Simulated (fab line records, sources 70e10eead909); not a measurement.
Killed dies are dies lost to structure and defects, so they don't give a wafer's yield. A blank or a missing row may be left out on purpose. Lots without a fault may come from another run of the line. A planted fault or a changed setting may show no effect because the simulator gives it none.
Chamber matching | flow nand_harc | NHARC_P_M1_PRE_CLEAN_32 on pecvd-03: 3 sister chambers
The step time 12 s. 20 wafers are shown with their chamber, then 10 later ones without.

WAFERS WITH THEIR CHAMBER
wafer  | chamber | heater_power_w (W) | heater_power_outer_w (W)
L074.1 | 2       | 515                | 324
L074.2 | 1       | 704                | 408
L074.5 | 0       | 579                | 325
L075.2 | 0       | 636                | 366
L075.4 | 2       | 568                | 354
L075.5 | 0       | 625                | 361
L079.1 | 2       | 510                | 327
L079.3 | 0       | 631                | 376
L079.4 | 0       | 640                | 376
L082.3 | 2       | 519                | 329
L082.4 | 2       | 531                | 332
L082.5 | 0       | 681                | 395
L086.3 | 1       | 773                | 427
L086.4 | 0       | 660                | 385
L086.6 | 2       | 452                | 278
L088.1 | 2       | 501                | 311
L088.4 | 0       | 687                | 407
L088.5 | 1       | 702                | 382
L089.1 | 2       | 483                | 302
L089.3 | 1       | 799                | 452

SIGNATURES (means of the wafers above)
reading              | chamber 0 | chamber 1 | chamber 2 | scatter within a chamber
heater_power_w       | 642.38    | 744.50    | 509.88    | 37.3
heater_power_outer_w | 373.88    | 417.25    | 319.62    | 24.9
Rule: a wafer's distance from a chamber is the root of the sum, over the readings, of the square of ((its reading less the chamber's mean) divided by the reading's scatter). The wafer belongs to the nearest chamber; if the next one is less than 2 further off, it can't be placed. The scatter: the root of (the sum of the squares of (reading less its chamber's mean) over the shown wafers, divided by (wafers less chambers)).

WAFERS WITHOUT THEIR CHAMBER
wafer  | heater_power_w (W) | heater_power_outer_w (W)
L089.6 | 785                | 446
L090.3 | 527                | 333
L090.4 | 775                | 432
L090.5 | 537                | 340
L091.2 | 603                | 347
L091.3 | 788                | 442
L091.6 | 615                | 356
L096.3 | 464                | 282
L096.5 | 761                | 442
L096.6 | 682                | 378

WHICH CHAMBER EACH WENT THROUGH
wafer  | from the rows above     | in truth
L089.6 | 1                       | 1
L090.3 | 2                       | 2
L090.4 | 1                       | 1
L090.5 | 2                       | 2
L091.2 | can't be placed: 0 or 2 | 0
L091.3 | 1                       | 1
L091.6 | 0                       | 0
L096.3 | 2                       | 2
L096.5 | 1                       | 1
L096.6 | can't be placed: 0 or 1 | 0
Placed correctly: 8 of 10. Can't be placed from these rows: 2 (the true chamber is among the candidates in 2). Placed wrongly: 0.
